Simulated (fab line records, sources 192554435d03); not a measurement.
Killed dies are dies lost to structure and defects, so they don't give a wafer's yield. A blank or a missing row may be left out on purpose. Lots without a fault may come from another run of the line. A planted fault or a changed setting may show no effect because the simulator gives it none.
Chamber matching | flow n5_finfet | N5_DUMMY_GATE_HM_OPEN_21 on rie_diel-02: 4 sister chambers
The step chemistry CH3F/O2, target SiNx, target depth 120 nm, time 171.4 s. 4 wafers are shown with their chamber, then 8 later ones without.

WAFERS WITH THEIR CHAMBER
wafer  | chamber | showerhead_plenum_p_Torr (Torr)
L088.5 | 0       | 1.90
L089.1 | 3       | 2.11
L089.6 | 2       | 2.01
L090.1 | 1       | 2.07

WAFERS WITHOUT THEIR CHAMBER
wafer  | showerhead_plenum_p_Torr (Torr)
L090.3 | 1.90
L090.5 | 1.90
L094.1 | 2.10
L094.5 | 2.10
L094.6 | 2.06
L097.1 | 2.15
L097.2 | 2.01
L097.3 | 2.10

WHICH CHAMBER EACH WENT THROUGH
wafer  | from the rows above     | in truth
L090.3 | 0                       | 0
L090.5 | 0                       | 0
L094.1 | can't be placed: 3 or 1 | 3
L094.5 | can't be placed: 3 or 1 | 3
L094.6 | 1                       | 1
L097.1 | 3                       | 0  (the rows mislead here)
L097.2 | 2                       | 2
L097.3 | can't be placed: 3 or 1 | 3
Placed correctly: 4 of 8. Can't be placed from these rows: 3 (the true chamber is among the candidates in 3). Placed wrongly: 1.
How it was worked out, from the rows above alone: a wafer's distance from a chamber is the root of the sum, over the readings, of the square of ((its reading less the chamber's mean) divided by the reading's scatter). The wafer belongs to the nearest chamber; if the next one is less than 2 further off, it can't be placed. A chamber's mean is the mean of its shown wafers. The scatter: with one shown wafer a chamber, the root of the mean of the squares of how far each hidden wafer lies from its nearest shown one.
